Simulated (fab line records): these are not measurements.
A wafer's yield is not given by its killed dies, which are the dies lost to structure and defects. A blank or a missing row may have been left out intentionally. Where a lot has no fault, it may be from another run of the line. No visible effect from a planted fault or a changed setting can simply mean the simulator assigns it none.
A lot that was struck, set against a sound lot | flow nand_harc | 27 out of 1159 route steps
Sound: wafers L902.2, L902.3, L902.5. Wafers struck: L907.1, L907.3, L907.5. The cause is named last.
Order at every step that has rows: each side's tool, ch and its chambers, its first start. Under that, the readings that differ: sound wafers | struck wafers | difference of the means | sigmas: that difference in standard deviations of wafers without a fault.
alike: readings whose means differ by less than 2 such deviations, and words and numbers that are the same on both sides. not compared: withheld readings, readings that some wafer has no value for, bounds like >300 that may hide the same value, and numbers for which the record gives no deviation and whose values overlap.
A row with sigmas, a row that says differs or no value, or rows on one side alone: a step with any of these is where the two part. When numbers do not overlap yet have no deviation, they are printed without sigmas and do not part them. A reading that every wafer of one side lacks parts them only if that side has two wafers or more.

NHARC_P_ZERO_WELL_INSPECT_43:
  struck on defect_inspect-02, day 3 01:31; sound on defect_inspect-01, day 1 19:41
  alike: raw_defect_count
then, 11 steps without rows for these wafers: NHARC_P_STI_ETCH_26 (etches SiO2 in dHF, target depth 11 nm); NHARC_P_STI_PRECLEAN_27 (cleans in SC1); NHARC_P_STI_SRD_28; NHARC_P_STI_OXIDE_29 (material SiO2, target thk 10 nm, ox time 1362 s); NHARC_P_STI_HM_DEP_30 (deposits Si3N4, target thk 80 nm, time 873 s); NHARC_P_STI_DEHYDRATE_01 (time 120 s); NHARC_P_STI_HMDS_02 (time 30 s); NHARC_P_STI_COAT_41 (time 65 s); NHARC_P_STI_COAT_03 (resist thk 600 nm); NHARC_P_STI_SOFTBAKE_04 (time 70 s); NHARC_P_STI_EBR_05.
NHARC_P_STI_EXPOSE_06: exposes mask P STI, target cd 200 nm.
  sound on krf_scanner-04 ch 0, day 2 15:35; struck on krf_scanner-04 ch 0, day 3 16:44
  reading | sound                   | struck                           | difference | sigmas
  mask    | P_STI#0 P_STI#0 P_STI#0 | P_STI_R1#0 P_STI_R1#0 P_STI_R1#0 | differs    |
  alike: reticle_temp_C
then, 2 steps without rows for these wafers: NHARC_P_STI_PEB_07 (peb time 80 s); NHARC_P_STI_DEVELOP_08 (time 50 s).
NHARC_P_STI_CD_MEAS_09 targets a cd of 200 nm.
  sound on cd_sem-02 ch 0, day 2 15:44; struck on cd_sem-03 ch 0, day 3 16:53
  reading    | sound             | struck            | difference | sigmas
  cd_nm (nm) | 201.2 202.1 199.6 | 226.2 228.3 227.3 | +26.3      | +15
NHARC_P_STI_OVL_MEAS_10:
  struck on overlay-01, day 3 16:59; sound on overlay-02, day 2 15:49
  reading           | sound    | struck   | difference | sigmas
  overlay_x_nm (nm) | -3 -3 -3 | 14 14 15 | +17        | +4
  alike: overlay_y_nm
NHARC_P_STI_INSPECT_11:
  struck on defect_inspect-01, day 3 17:01; sound on defect_inspect-01, day 2 15:52
  alike: raw_defect_count
then, 1 step without rows for these wafers: NHARC_P_STI_HARDBAKE_13 (time 65 s).
NHARC_P_STI_DESCUM_14: chemistry O2, time 3 s.
  sound on rie_diel-13 ch 0,1, day 2 16:01; struck on rie_diel-11 ch 1,3, day 3 17:10
  reading                     | sound           | struck            | difference | sigmas
  drypump_motor_current_A (A) | 4.6 5.1 4.6     | 5.9 6.6 5.9       | +1.4       | +3
  model.P_STI.cd_nm (nm)      | 201.3 202 199.7 | 227.3 228.6 227.8 | +26.9      |
  alike: oes_product_au, rf_vpp_V, showerhead_plenum_p_Torr, throttle_valve_pct
  not compared: rf_hours_counter_h
NHARC_P_STI_ETCH_42: etches the open film in N2/H2, target depth 80 nm, overetch 24 nm, time 61 s.
  sound on rie_diel-13 ch 1,2,3, day 2 16:06; struck on rie_diel-11 ch 1,2,3, day 3 17:14
  alike: drypump_motor_current_A, oes_product_au, rf_vpp_V, showerhead_plenum_p_Torr, throttle_valve_pct
  not compared: rf_hours_counter_h
NHARC_P_STI_ETCH_31: etches the open film in CF4/CHF3, target depth 108.9 nm, time 54.5 s.
  sound: rie_diel-13 ch 1,3; struck: rie_diel-11 ch 2,3
  alike: drypump_motor_current_A, oes_product_au, rf_vpp_V, showerhead_plenum_p_Torr, throttle_valve_pct
  not compared: rf_hours_counter_h
NHARC_P_STI_ETCH_15: etches the open film in HBr/Cl2, target depth 300 nm, time 100.1 s.
  sound on rie_si-01 ch 2,3, day 2 16:18; struck on rie_si-03 ch 0,1,3, day 3 17:26
  reading                | sound             | struck            | difference | sigmas
  model.P_STI.cd_nm (nm) | 199.5 200.6 197.7 | 226.8 227.6 226.2 | +27.6      |
  alike: drypump_motor_current_A, he_backside_leak_sccm, oes_product_au, throttle_valve_pct
  not compared: rf_hours_counter_h
NHARC_P_STI_CD_MEAS_16:
  struck on cd_sem-03, day 3 17:35; sound on cd_sem-02, day 2 16:27
  reading    | sound             | struck            | difference | sigmas
  cd_nm (nm) | 199.5 200.3 197.8 | 227.0 227.7 226.3 | +27.8      | +15
NHARC_P_STI_OCD_MEAS_17:
  struck on ocd-02, day 3 17:40; sound on ocd-01, day 2 16:32
  reading                | sound             | struck            | difference | sigmas
  trench_foot_cd_nm (nm) | 159.7 159.9 157.3 | 184.3 186.1 184.5 | +26.0      | +14
  alike: trench_depth_nm
then, 2 steps without rows for these wafers: NHARC_P_STI_STRIP_19 (strips in SPM, time 900 s); NHARC_END_SORT_01.

## WHERE THEY PART
First at NHARC_P_STI_EXPOSE_06; last, within this record, at NHARC_P_STI_OCD_MEAS_17.

WHY: what the simulator had put in
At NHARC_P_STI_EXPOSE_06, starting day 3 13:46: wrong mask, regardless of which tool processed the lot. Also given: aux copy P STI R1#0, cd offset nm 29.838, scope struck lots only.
